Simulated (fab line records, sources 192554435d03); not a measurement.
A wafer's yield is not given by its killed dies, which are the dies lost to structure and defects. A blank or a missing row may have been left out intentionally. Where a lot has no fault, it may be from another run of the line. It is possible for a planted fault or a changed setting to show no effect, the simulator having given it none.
Which of the tools did it? | flow n5Finfet | 15 lots with 45 wafers sampled at 5 steps, on a route of 1938 steps

WHAT EACH GAUGE READ, for each wafer
N5_BEOL_M5_OCD_MEAS_38.
lot  | measured     | on     | trenchDepthNm (nm)
L996 | day 7 18:31  | ocd-02 | 69.1 70.9 70.2
L998 | day 8 10:35  | ocd-02 | 68.9 70.6 69.1
L100 | day 9 02:07  | ocd-02 | 68.7 71.2 69.8
L103 | day 9 15:18  | ocd-02 | 75.5 71.7 71.6
L104 | day 9 20:51  | ocd-02 | - - -
L105 | day 10 05:02 | ocd-01 | - - -
L106 | day 10 13:12 | ocd-02 | - - -
L110 | day 11 16:31 | ocd-01 | 71.9 72.6 72.2
L111 | day 11 16:49 | ocd-01 | 70.9 69.2 71.9
L112 | day 11 23:08 | ocd-01 | 72.0 71.6 71.3
L114 | day 12 10:03 | ocd-02 | 68.5 70.0 70.4
L115 | day 12 18:13 | ocd-01 | 70.5 71.3 70.1
L117 | day 13 11:26 | ocd-01 | 68.0 70.3 71.0
L119 | day 13 18:41 | ocd-01 | 70.8 68.1 70.8
L118 | day 13 19:46 | ocd-02 | 68.4 69.9 67.8

WHAT TOOL EACH LOT RAN ON (gives the tool, then ch and the chambers of the sampled wafers, and finally the start)
lot  | N5_BEOL_M4_SPUTTER_90       | N5_BEOL_M4_SPUTTER_92       | N5_BEOL_M4_ANNEAL_51            | N5_BEOL_M5_ILD_DEP_00
L996 | pvdSputter-01, day 7 10:42  | pvdSputter-01, day 7 10:55  | rtpAnneal-02 ch 0, day 7 11:33  | pecvd-02 ch 1,2, day 7 14:13
L998 | pvdSputter-02, day 8 03:25  | pvdSputter-02, day 8 03:38  | rtpAnneal-02 ch 0, day 8 04:19  | pecvd-01 ch 0,1,2, day 8 06:13
L100 | pvdSputter-01, day 8 20:35  | pvdSputter-01, day 8 20:49  | rtpAnneal-02 ch 0, day 8 21:29  | pecvd-03 ch 0,1, day 8 23:19
L103 | pvdSputter-02, day 9 08:49  | pvdSputter-02, day 9 09:02  | rtpAnneal-01 ch 0, day 9 09:43  | pecvd-02 ch 0,1,2, day 9 11:44
L104 | pvdSputter-01, day 9 15:02  | pvdSputter-01, day 9 15:16  | rtpAnneal-01 ch 0, day 9 16:14  | pecvd-02 ch 1,2, day 9 18:07
L105 | pvdSputter-03, day 9 22:19  | pvdSputter-03, day 9 22:32  | rtpAnneal-01 ch 0, day 9 23:10  | pecvd-02 ch 0,1, day 10 01:04
L106 | pvdSputter-01, day 10 06:24 | pvdSputter-01, day 10 06:37 | rtpAnneal-02 ch 0, day 10 07:18 | pecvd-02 ch 0,2, day 10 09:10
L110 | pvdSputter-01, day 11 09:32 | pvdSputter-01, day 11 09:46 | rtpAnneal-02 ch 0, day 11 10:24 | pecvd-01 ch 0,1, day 11 12:22
L111 | pvdSputter-03, day 11 09:42 | pvdSputter-03, day 11 09:55 | rtpAnneal-01 ch 0, day 11 10:38 | pecvd-03 ch 0,1,2, day 11 12:26
L112 | pvdSputter-02, day 11 17:07 | pvdSputter-02, day 11 17:20 | rtpAnneal-01 ch 0, day 11 18:06 | pecvd-01 ch 0,1,2, day 11 19:52
L114 | pvdSputter-01, day 12 01:01 | pvdSputter-01, day 12 01:14 | rtpAnneal-02 ch 0, day 12 01:55 | pecvd-01 ch 0, day 12 03:44
L115 | pvdSputter-03, day 12 12:23 | pvdSputter-03, day 12 12:36 | rtpAnneal-02 ch 0, day 12 13:14 | pecvd-02 ch 0,1,2, day 12 15:06
L117 | pvdSputter-03, day 13 05:35 | pvdSputter-03, day 13 05:49 | rtpAnneal-01 ch 0, day 13 06:26 | pecvd-02 ch 1, day 13 08:19
L119 | pvdSputter-01, day 13 10:57 | pvdSputter-01, day 13 11:10 | rtpAnneal-02 ch 0, day 13 11:52 | pecvd-02 ch 0,1, day 13 13:43
L118 | pvdSputter-01, day 13 14:09 | pvdSputter-01, day 13 14:22 | rtpAnneal-01 ch 0, day 13 15:03 | pecvd-02 ch 0,1, day 13 16:53
- N5_BEOL_M4_SPUTTER_90: material Cu, target thk 4.5 nm, time 8.29 s.
- N5_BEOL_M4_SPUTTER_92: material Cu, target thk 4.5 nm, time 8.29 s.
- N5_BEOL_M4_ANNEAL_51: time 90 s.
- N5_BEOL_M5_ILD_DEP_00: deposits SiCOH lowk from DEMS/porogen, target thk 140.64 nm, time 25.9 s.

WHAT THE TOOLS THEMSELVES READ (means of the sampled wafers that have a number; where no wafer has one, the mark that the record gives instead)
N5_BEOL_M4_SPUTTER_90.
lot  | tool          | throttleValvePct (%)
L996 | pvdSputter-01 | 30.2
L998 | pvdSputter-02 | 29.5
L100 | pvdSputter-01 | 29.7
L103 | pvdSputter-02 | 29.2
L104 | pvdSputter-01 | 30.3
L105 | pvdSputter-03 | 30.2
L106 | pvdSputter-01 | 29.3
L110 | pvdSputter-01 | 30.3
L111 | pvdSputter-03 | 29.0
L112 | pvdSputter-02 | 30.3
L114 | pvdSputter-01 | 30.4
L115 | pvdSputter-03 | 30.1
L117 | pvdSputter-03 | 29.1
L119 | pvdSputter-01 | 29.7
L118 | pvdSputter-01 | 29.8

N5_BEOL_M4_SPUTTER_92.
lot  | tool          | throttleValvePct (%)
L996 | pvdSputter-01 | 30.4
L998 | pvdSputter-02 | 29.5
L100 | pvdSputter-01 | 29.5
L103 | pvdSputter-02 | 29.0
L104 | pvdSputter-01 | 30.3
L105 | pvdSputter-03 | 30.1
L106 | pvdSputter-01 | 29.4
L110 | pvdSputter-01 | 30.4
L111 | pvdSputter-03 | 29.0
L112 | pvdSputter-02 | 30.2
L114 | pvdSputter-01 | 30.3
L115 | pvdSputter-03 | 30.1
L117 | pvdSputter-03 | 29.0
L119 | pvdSputter-01 | 29.9
L118 | pvdSputter-01 | 29.8

N5_BEOL_M4_ANNEAL_51.
lot  | tool         | wafer_temp_C_max
L996 | rtpAnneal-02 | 225.91
L998 | rtpAnneal-02 | 226.17
L100 | rtpAnneal-02 | 226.25
L103 | rtpAnneal-01 | 225.70
L104 | rtpAnneal-01 | 226.21
L105 | rtpAnneal-01 | 226.02
L106 | rtpAnneal-02 | 225.98
L110 | rtpAnneal-02 | 226.10
L111 | rtpAnneal-01 | 225.99
L112 | rtpAnneal-01 | 226.05
L114 | rtpAnneal-02 | 226.00
L115 | rtpAnneal-02 | 226.09
L117 | rtpAnneal-01 | 225.95
L119 | rtpAnneal-02 | 226.19
L118 | rtpAnneal-01 | 225.99

N5_BEOL_M5_ILD_DEP_00.
lot  | tool     | chamberPressureTorr (Torr) | heaterPowerOuterW (W) | heaterPowerW (W) | showerheadPlenumPTorr (Torr) | throttleValvePct (%)
L996 | pecvd-02 | 5.001                      | 184                   | 361              | 5.726                        | 13.9
L998 | pecvd-01 | 4.991                      | 129                   | 266              | 5.738                        | 14.4
L100 | pecvd-03 | 4.998                      | 111                   | 270              | 5.740                        | 14.5
L103 | pecvd-02 | 5.000                      | 174                   | 356              | 5.741                        | 14.3
L104 | pecvd-02 | -                          | -                     | -                | -                            | -
L105 | pecvd-02 | -                          | -                     | -                | -                            | -
L106 | pecvd-02 | -                          | -                     | -                | -                            | -
L110 | pecvd-01 | 5.002                      | 121                   | 264              | 5.730                        | 14.6
L111 | pecvd-03 | 4.996                      | 108                   | 266              | 5.745                        | 14.1
L112 | pecvd-01 | 4.990                      | 146                   | 296              | 5.740                        | 14.5
L114 | pecvd-01 | 4.990                      | 84                    | 214              | 5.727                        | 13.8
L115 | pecvd-02 | 4.991                      | 181                   | 365              | 5.726                        | 14.2
L117 | pecvd-02 | 5.003                      | 149                   | 302              | 5.746                        | 14.3
L119 | pecvd-02 | 5.010                      | 172                   | 353              | 5.733                        | 14.9
L118 | pecvd-02 | 5.003                      | 172                   | 357              | 5.734                        | 14.8

THE ANSWER, worked out from the rows above alone
Rule: the usual values come from the lots themselves. The widest of any qualifying gaps counts: lots, ordered by their means at a reading, are off when they make up no more than a third of the lots, leave a main group of 4 or more, and stand apart from it by 3 or more times the standard deviation of that group's means. A main group is skipped when, at the precision printed for the reading in the tables above, its means are all equal. Also off: a lot with no number at a reading for which 4 or more lots have one. All remaining lots with rows at the step are treated as sound. The gauges are gone through in route order, then the tools' own readings, and for those a lot's mean is taken as printed above. At the first step where some lot is off, the reading lying furthest off is the one used; lots without a number count as furthest.
Off: L104, L105, L106 (N5_BEOL_M5_OCD_MEAS_38, trenchDepthNm). Without a number there: L104, L105, L106. Main group: mean 70.5 nm, sd 1.2.
A tool fits if, at a process step before that reading, it ran every lot that is off, and no sound lot after the first of them. Not tried: the gauges at N5_BEOL_M5_OCD_MEAS_38; whatever is off there is also off at N5_BEOL_M5_ILD_DEP_00, on other tools, and gauge error can't account for it. No candidate that was tried fits.

WHAT WAS PUT IN BY THE SIMULATOR
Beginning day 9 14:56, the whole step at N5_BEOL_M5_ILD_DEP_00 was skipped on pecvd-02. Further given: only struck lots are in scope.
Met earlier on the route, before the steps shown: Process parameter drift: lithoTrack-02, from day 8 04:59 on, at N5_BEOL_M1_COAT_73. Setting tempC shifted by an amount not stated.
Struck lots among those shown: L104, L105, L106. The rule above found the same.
